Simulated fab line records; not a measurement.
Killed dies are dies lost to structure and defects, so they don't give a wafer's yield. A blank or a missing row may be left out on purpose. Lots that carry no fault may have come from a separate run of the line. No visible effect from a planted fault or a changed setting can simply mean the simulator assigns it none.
Matching of chambers | flow nand_harc | NHARC_A_STAIRCASE_ALD_415 on ald_hk-04: 4 sister chambers
The step deposits SiO2, target thk 30 nm, pulse time 6 s, ald cycles 300. 18 wafers are shown with their chamber, then 9 later ones without.

## WAFERS, EACH WITH ITS CHAMBER
wafer  | chamber | heater_power_w (W) | heater_power_outer_w (W) | precursor_pulse_height_rel
L074.1 | 2       | 448                | 256                      | 0.956
L074.2 | 0       | 497                | 273                      | 0.996
L074.6 | 0       | 524                | 269                      | 0.985
L078.2 | 0       | 513                | 279                      | 1.045
L078.3 | 3       | 432                | 257                      | 1.019
L078.6 | 3       | 434                | 260                      | 0.983
L080.3 | 1       | 424                | 237                      | 1.014
L080.5 | 2       | 455                | 253                      | 1.052
L080.6 | 1       | 423                | 234                      | 0.993
L081.1 | 1       | 436                | 228                      | 0.986
L081.3 | 0       | 503                | 279                      | 1.011
L081.6 | 3       | 448                | 270                      | 0.990
L082.1 | 1       | 415                | 238                      | 0.998
L082.3 | 2       | 446                | 248                      | 1.004
L082.5 | 2       | 454                | 255                      | 0.996
L085.3 | 2       | 454                | 246                      | 0.990
L085.5 | 0       | 496                | 274                      | 0.980
L085.6 | 3       | 455                | 268                      | 1.013

SIGNATURES (means of the wafers above)
reading                    | chamber 0 | chamber 1 | chamber 2 | chamber 3 | scatter within a chamber
heater_power_w             | 506.60    | 424.50    | 451.40    | 442.25    | 9.34
heater_power_outer_w       | 274.80    | 234.25    | 251.60    | 263.75    | 4.84
precursor_pulse_height_rel | 1.00340   | 0.99775   | 0.99960   | 1.00125   | 0.0251
Rule: a wafer lies at a distance from a chamber equal to the root of the sum of squares, over the readings, of (its reading less the chamber's mean, divided by the reading's scatter). If the next closest chamber is less than 2 further off than the closest, the wafer can't be placed; otherwise it belongs to the closest. How the scatter is found: for the shown wafers, subtract from each reading the mean of its chamber, square and add these, divide the total by (wafers less chambers), then take the root.

## WAFERS WITH NO CHAMBER GIVEN
wafer  | heater_power_w (W) | heater_power_outer_w (W) | precursor_pulse_height_rel
L089.1 | 420                | 235                      | 0.965
L089.3 | 510                | 279                      | 0.947
L089.4 | 454                | 251                      | 1.007
L093.2 | 420                | 233                      | 0.995
L093.3 | 519                | 277                      | 1.019
L093.5 | 446                | 257                      | 1.007
L096.1 | 462                | 269                      | 0.974
L096.3 | 508                | 284                      | 1.004
L096.4 | 459                | 251                      | 0.988

## EACH ONE'S CHAMBER
wafer  | from the rows above     | in truth
L089.1 | 1                       | 1
L089.3 | 0                       | 0
L089.4 | 2                       | 2
L093.2 | 1                       | 1
L093.3 | 0                       | 0
L093.5 | can't be placed: 2 or 3 | 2
L096.1 | can't be placed: 3 or 2 | 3
L096.3 | 0                       | 0
L096.4 | 2                       | 2
Placed correctly: 7 of 9. Unplaceable from these rows: 2, with the true chamber sitting among the candidates in 2. 0 placed wrongly.
